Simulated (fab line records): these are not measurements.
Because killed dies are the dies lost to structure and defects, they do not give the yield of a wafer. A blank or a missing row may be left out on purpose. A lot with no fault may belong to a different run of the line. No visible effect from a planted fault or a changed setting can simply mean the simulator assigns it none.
Matching of chambers + flow n5_finfet + 4 sister chambers for N5_BEOL_M3_DESCUM_16 on rie_diel-02
The step chemistry O2, time 7 s. 14 wafers are shown with their chamber, then 7 later ones without.

EACH WAFER AND ITS CHAMBER
| wafer  | chamber | throttle_valve_pct (%) | showerhead_plenum_p_Torr (Torr) | drypump_motor_current_A (A) |
|--------|---------|------------------------|---------------------------------|-----------------------------|
| L078.1 | 0       | 20.74                  | 2.17                            | 5.1                         |
| L078.3 | 1       | 20.37                  | 2.03                            | 5.6                         |
| L078.5 | 0       | 20.74                  | 2.17                            | 5.1                         |
| L077.1 | 2       | 20.44                  | 2.10                            | 6.1                         |
| L077.4 | 2       | 20.43                  | 2.10                            | 6.0                         |
| L077.5 | 1       | 20.37                  | 2.03                            | 5.6                         |
| L082.2 | 2       | 20.45                  | 2.10                            | 6.0                         |
| L082.4 | 0       | 20.75                  | 2.16                            | 5.1                         |
| L082.5 | 3       | 20.10                  | 2.04                            | 5.7                         |
| L085.1 | 2       | 20.47                  | 2.09                            | 6.1                         |
| L085.4 | 0       | 20.75                  | 2.16                            | 5.1                         |
| L085.5 | 3       | 20.12                  | 2.03                            | 5.6                         |
| L086.1 | 0       | 20.75                  | 2.16                            | 5.1                         |
| L086.2 | 2       | 20.48                  | 2.09                            | 6.0                         |

SIGNATURES, as means of the wafers listed above
| reading                  | chamber 0 | chamber 1 | chamber 2 | chamber 3 | scatter within a chamber |
|--------------------------|-----------|-----------|-----------|-----------|--------------------------|
| throttle_valve_pct       | 20.7460   | 20.3700   | 20.4540   | 20.1100   | 0.0143                   |
| showerhead_plenum_p_Torr | 2.1640    | 2.0300    | 2.0960    | 2.0350    | 0.00539                  |
| drypump_motor_current_A  | 5.100     | 5.600     | 6.040     | 5.650     | 0.0412                   |
Rule: for a wafer and a chamber, the distance is found by dividing, reading by reading, the gap between the wafer's reading and the chamber's mean by the reading's scatter, squaring, summing and taking the root. The wafer belongs to the nearest chamber; if the next one is less than 2 further off, it can't be placed. The scatter is the square root of a quotient: the sum, over the shown wafers, of each reading's squared deviation from its chamber's mean, divided by wafers minus chambers.

WAFERS WITH NO CHAMBER GIVEN
| wafer  | throttle_valve_pct (%) | showerhead_plenum_p_Torr (Torr) | drypump_motor_current_A (A) |
|--------|------------------------|---------------------------------|-----------------------------|
| L086.4 | 20.40                  | 2.02                            | 5.6                         |
| L091.1 | 20.76                  | 2.16                            | 5.1                         |
| L091.2 | 20.14                  | 2.03                            | 5.6                         |
| L091.4 | 20.47                  | 2.09                            | 6.0                         |
| L093.2 | 20.41                  | 2.02                            | 5.6                         |
| L093.3 | 20.77                  | 2.16                            | 5.1                         |
| L093.5 | 20.48                  | 2.09                            | 6.0                         |

CHAMBER TAKEN BY EACH
| wafer  | from the rows above | in truth |
|--------|---------------------|----------|
| L086.4 | 1                   | 1        |
| L091.1 | 0                   | 0        |
| L091.2 | 3                   | 3        |
| L091.4 | 2                   | 2        |
| L093.2 | 1                   | 1        |
| L093.3 | 0                   | 0        |
| L093.5 | 2                   | 2        |
Placed correctly: 7 of 7. Can't be placed from these rows: 0. Wrongly placed: 0.
